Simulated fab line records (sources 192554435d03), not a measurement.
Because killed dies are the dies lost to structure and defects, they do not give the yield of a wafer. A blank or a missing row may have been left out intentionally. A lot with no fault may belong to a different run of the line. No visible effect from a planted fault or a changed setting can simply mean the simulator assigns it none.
Chamber matching	flow n5Finfet	N5_FIN_SAQP_PECVD_47 on pecvd-01: 3 sister chambers
The step deposits a-Si from SiH4/He, target thk 45 nm, time 36.3 s. 6 wafers are shown with their chamber, then 8 later ones without.

## WAFERS, EACH WITH ITS CHAMBER
wafer	chamber	showerheadPlenumPTorr (Torr)	throttleValvePct (%)
L086.1	1	5.58	18.3
L086.5	2	5.72	18.2
L090.2	2	5.68	18.3
L090.4	1	5.59	18.2
L090.6	0	5.73	17.0
L092.1	0	5.72	16.8

## WAFERS MISSING THEIR CHAMBER
wafer	showerheadPlenumPTorr (Torr)	throttleValvePct (%)
L092.2	5.59	18.1
L092.3	5.70	18.4
L095.1	5.70	18.6
L095.3	5.57	18.1
L095.6	5.70	18.4
L096.2	5.74	17.1
L096.3	5.69	18.3
L096.6	5.72	18.6

## CHAMBER TAKEN BY EACH
wafer	from the rows above	in truth
L092.2	1	1
L092.3	2	2
L095.1	2	2
L095.3	1	1
L095.6	2	2
L096.2	0	0
L096.3	2	2
L096.6	2	2
Correct placement for 8 of the 8. Not placeable from these rows: 0. Wrongly placed: 0.
How it was worked out, from the rows above alone: a wafer's distance from a chamber is the root of the sum, over the readings, of the square of ((its reading less the chamber's mean) divided by the reading's scatter). If the next closest chamber is less than 2 further off than the closest, the wafer can't be placed; otherwise it belongs to the closest. For every chamber, the mean is computed from those of its wafers that are shown. How the scatter is found: for the shown wafers, subtract from each reading the mean of its chamber, square and add these, divide the total by (wafers less chambers), then take the root.
